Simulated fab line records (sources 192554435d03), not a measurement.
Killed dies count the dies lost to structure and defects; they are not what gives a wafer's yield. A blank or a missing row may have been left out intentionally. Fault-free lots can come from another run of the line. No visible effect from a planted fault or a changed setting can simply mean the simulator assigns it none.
Chamber matching ; flow n5Finfet ; N5_GATE_CUT_ETCH_28 on rieDiel-03 has 4 sister chambers
The step etches underlayer in N2/H2, target depth 13 nm, time 10.4 s. 4 wafers are shown with their chamber, then 9 later ones without.

## WAFERS, EACH WITH ITS CHAMBER
wafer;chamber;showerheadPlenumPTorr (Torr)
L086.6;0;2.50
L089.1;3;2.50
L089.2;2;2.45
L089.4;1;2.65

## WAFERS WITHOUT THEIR CHAMBER
wafer;showerheadPlenumPTorr (Torr)
L090.2;2.65
L090.3;2.49
L090.5;2.65
L092.3;2.65
L092.5;2.45
L092.6;2.65
L094.1;2.45
L094.5;2.65
L094.6;2.45

## EACH ONE'S CHAMBER
wafer;from the rows above;in truth
L090.2;1;1
L090.3;can't be placed: 0 or 3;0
L090.5;1;1
L092.3;1;1
L092.5;2;2
L092.6;1;1
L094.1;2;2
L094.5;1;1
L094.6;2;2
Correctly placed: 8 of 9. Cannot be placed on the basis of these rows: 1; the candidates contain the true chamber in 1. Number placed wrongly: 0.
How it was worked out, from the rows above alone: a wafer's distance from a chamber is the root of the sum, over the readings, of the square of ((its reading less the chamber's mean) divided by the reading's scatter). The wafer belongs to the nearest chamber; if the next one is less than 2 further off, it can't be placed. A chamber's mean is the mean of its shown wafers. The scatter (one wafer shown for each chamber): square how far every hidden wafer sits from the nearest shown wafer, average those squares and take the square root.
